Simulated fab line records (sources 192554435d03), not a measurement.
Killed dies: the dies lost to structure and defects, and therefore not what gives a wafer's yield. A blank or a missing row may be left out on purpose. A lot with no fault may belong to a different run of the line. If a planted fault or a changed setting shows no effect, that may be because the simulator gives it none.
A lot that was struck, set against a sound lot || flow n5-finfet || 17 steps out of a route of 1938
Sound: wafers L612.4, L612.5, L612.6. Struck: wafers L608.2, L608.3, L608.6. The cause is given at the end.
Per side, at each step with rows, come the tool, then ch with its chambers, and then its first start. Under that, the readings that differ: sound wafers || struck wafers || difference of the means || sigmas: that difference in standard deviations of wafers without a fault.
alike: readings with means less than 2 such deviations apart, plus words and numbers identical on both sides. not compared: withheld readings, readings lacking a value on some wafer, bounds such as >300 that could conceal the same value, and numbers that have no deviation in the record and whose values overlap.
A row with sigmas, a row that says differs or no value, or rows on one side alone: a step with any of these is where the two part. Numbers that don't overlap but have no deviation are shown without sigmas and don't part them. Lack of a reading on every wafer of one side parts them only where that side has two or more wafers.

first, 9 steps without rows for these wafers: N5_FIN_CUT_PEB_06 (peb time 60 s); N5_FIN_CUT_DEVELOP_07 (develop time 30 s); N5_FIN_CUT_DESCUM_13 (chemistry O2, time 7 s); N5_FIN_CUT_ETCH_30 (etches underlayer in N2/H2, target depth 13 nm, time 10.4 s); N5_FIN_CUT_ETCH_20 (etches SiARC in CF4, target depth 26 nm, time 43.3 s); N5_FIN_CUT_ETCH_21 (etches SOC in N2/H2, target depth 219 nm, overetch 43.8 nm, time 523.5 s); N5_FIN_CUT_STRIP_23 (strips in N2/H2); N5_FIN_CUT_STRIP_31 (strips in N2/H2); N5_FIN_CUT_STRIP_24 (strips in CF4).
N5_FIN_CUT_CUT_ETCH_26: etches SiNx in CH3F/O2, target depth 39 nm, time 55.7 s.
  sound on rie-diel-03 ch 1,2,3, day 7 09:38; struck on rie-diel-05 ch 0,2, day 6 09:30
  no value came back on the struck wafers for any of 7 readings (CH3F_flow_sccm (sccm), O2_flow_sccm (sccm) and others); on the sound wafers CH3F_flow_sccm (sccm) reads 29.99 30.06 30.11
{"reading": "model.SOC_of_FIN_CUT_COAT_18.thk-nm (nm)", "sound": "213 212.2 213.4", "struck": "230.8 231 231.8", "difference": "+18.3", "sigmas": ""}
  not compared: rf-hours-counter-h
then, 3 steps without rows for these wafers: N5_FIN_CUT_CUT_ETCH_27 (etches SiO2 in CHF3/O2, target depth 4 nm, overetch 2 nm, time 4.9 s); N5_FIN_CUT_PRECLEAN_35 (cleans in vHF, time 13.3 s); N5_FIN_CUT_CUT_ETCH_15 (etches Si in HBr/Cl2/O2, target depth 100 nm, bt time 10 s, time 42.4 s).
N5_FIN_CUT_CUT_ETCH_28: etches Si in HBr/Cl2/O2, target depth 6 nm, time 2.4 s.
  sound on rie-si-06 ch 0,3, day 7 09:53; struck on rie-si-02 ch 0,2, day 6 09:45
{"reading": "model.SOC_of_FIN_CUT_COAT_18.thk-nm (nm)", "sound": "169 168.8 169.4", "struck": "188.2 188 189.4", "difference": "+19.5", "sigmas": ""}
  alike: HBr_flow_sccm, O2_flow_sccm, drypump-motor-current-A, oes-product-au, throttle-valve-pct
  not compared: rf-hours-counter-h
then, 1 step without rows for these wafers: N5_FIN_CUT_STRIP_22 (strips in N2/H2).
N5_BEOL_M4_RC_MEAS_101:
  the record has rows for the sound wafers here (prober-02 ch 0, day 13 00:36) and none for the struck ones
-- the record jumps here: 10 days lie between the struck wafers' starts before and after (it left off in module BEOL_M4 and takes up again in module PASSIVATION, whose first step shown is number 1936 of the route) --
N5_PASSIVATION_PROBE_49:
  rows exist in the record for the struck wafers here (prober-02, day 16 17:13), but not for the sound ones

== WHERE THEY PART ==
Last at N5_PASSIVATION_PROBE_49 as far as this record goes, first at N5_FIN_CUT_CUT_ETCH_26.

WHY: whatever the simulator had introduced
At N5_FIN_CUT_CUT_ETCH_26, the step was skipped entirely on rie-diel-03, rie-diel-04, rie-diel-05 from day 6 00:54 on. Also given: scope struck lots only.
